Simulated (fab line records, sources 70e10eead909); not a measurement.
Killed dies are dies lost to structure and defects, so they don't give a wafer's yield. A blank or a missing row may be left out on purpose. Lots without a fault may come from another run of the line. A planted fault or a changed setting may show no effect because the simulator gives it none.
A struck lot beside a sound one | flow nand_harc | 14 steps out of a route of 1302
Sound: wafers L635.1, L635.5, L635.6. Struck: wafers L643.1, L643.4, L643.5. The cause comes at the end.
At each step with rows: each side's tool, then ch and its chambers, then its first start. Under that, the readings that differ: sound wafers | struck wafers | difference of the means | sigmas: that difference in standard deviations of wafers without a fault.
alike: readings whose means differ by less than 2 such deviations, and words and numbers that are the same on both sides. not compared: withheld readings, readings that some wafer has no value for, bounds like >300 that may hide the same value, and numbers for which the record gives no deviation and whose values overlap.
The two part at a step that has a row with sigmas, a row that says differs or no value, or rows on one side only. Numbers that don't overlap but have no deviation are shown without sigmas and don't part them. A reading that every wafer of one side lacks parts them only if that side has two wafers or more.

first, 8 steps without rows for these wafers: NHARC_A_CONTACT_COAT_34 (time 75 s); NHARC_A_CONTACT_COAT_35 (time 65 s); NHARC_A_CONTACT_COAT_36 (resist thk 90 nm); NHARC_A_CONTACT_SOFTBAKE_37 (time 55 s); NHARC_A_CONTACT_EBR_38; NHARC_A_CONTACT_EXPOSE_39 (exposes mask A CC 3); NHARC_A_CONTACT_PEB_40 (peb time 65 s); NHARC_A_CONTACT_DEVELOP_41 (develop time 35 s).
NHARC_A_CONTACT_CD_MEAS_42: target cd 300 nm.
  sound on cd_sem-02 ch 0, day 25 00:59; struck on cd_sem-01 ch 0, day 27 21:49
  alike: cd_nm
NHARC_A_CONTACT_OVL_MEAS_43:
  sound on overlay-02, day 25 01:05; struck on overlay-01, day 27 21:55
  alike: overlay_x_nm, overlay_y_nm
NHARC_A_CONTACT_INSPECT_44:
  sound on defect_inspect-01, day 25 01:07; struck on defect_inspect-01, day 27 21:57
  alike: raw_defect_count
NHARC_A_CONTACT_DESCUM_47: chemistry O2, time 3 s.
  sound on rie_diel-05 ch 0,1,3, day 25 01:12; struck on rie_diel-05 ch 0,2,3, day 27 22:01
  alike: drypump_motor_current_A, oes_product_au, rf_vpp_V, showerhead_plenum_p_Torr, throttle_valve_pct
  not compared: rf_hours_counter_h
NHARC_A_CONTACT_ETCH_48: etches the open film in CF4, target depth 39 nm, time 65 s.
  sound on rie_diel-05 ch 0,1,3, day 25 01:17; struck on rie_diel-05 ch 0,2, day 27 22:06
  reading          | sound          | struck         | difference | sigmas
  run_length_s (s) | 86.3 86.1 85.7 | 68.1 67.5 68.2 | -18.1      | -43
  alike: drypump_motor_current_A, oes_product_au, rf_vpp_V, showerhead_plenum_p_Torr, throttle_valve_pct
  not compared: rf_hours_counter_h
NHARC_A_CONTACT_ETCH_49: etches the open film in N2/H2, target depth 260 nm, time 475.3 s.
  sound on rie_diel-05 ch 0,1,3; struck on rie_diel-05 ch 0,2,3
  alike: drypump_motor_current_A, oes_product_au, rf_vpp_V, run_length_s, showerhead_plenum_p_Torr, throttle_valve_pct
  not compared: rf_hours_counter_h

WHERE THEY PART
Only at NHARC_A_CONTACT_ETCH_48, within this record. Later steps at which nothing parts them and some readings are alike: NHARC_A_CONTACT_ETCH_49.

WHY: what the simulator had put in
Process parameter drift: rie_diel-05, from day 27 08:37 on, at NHARC_A_CONTACT_ETCH_48. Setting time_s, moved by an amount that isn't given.
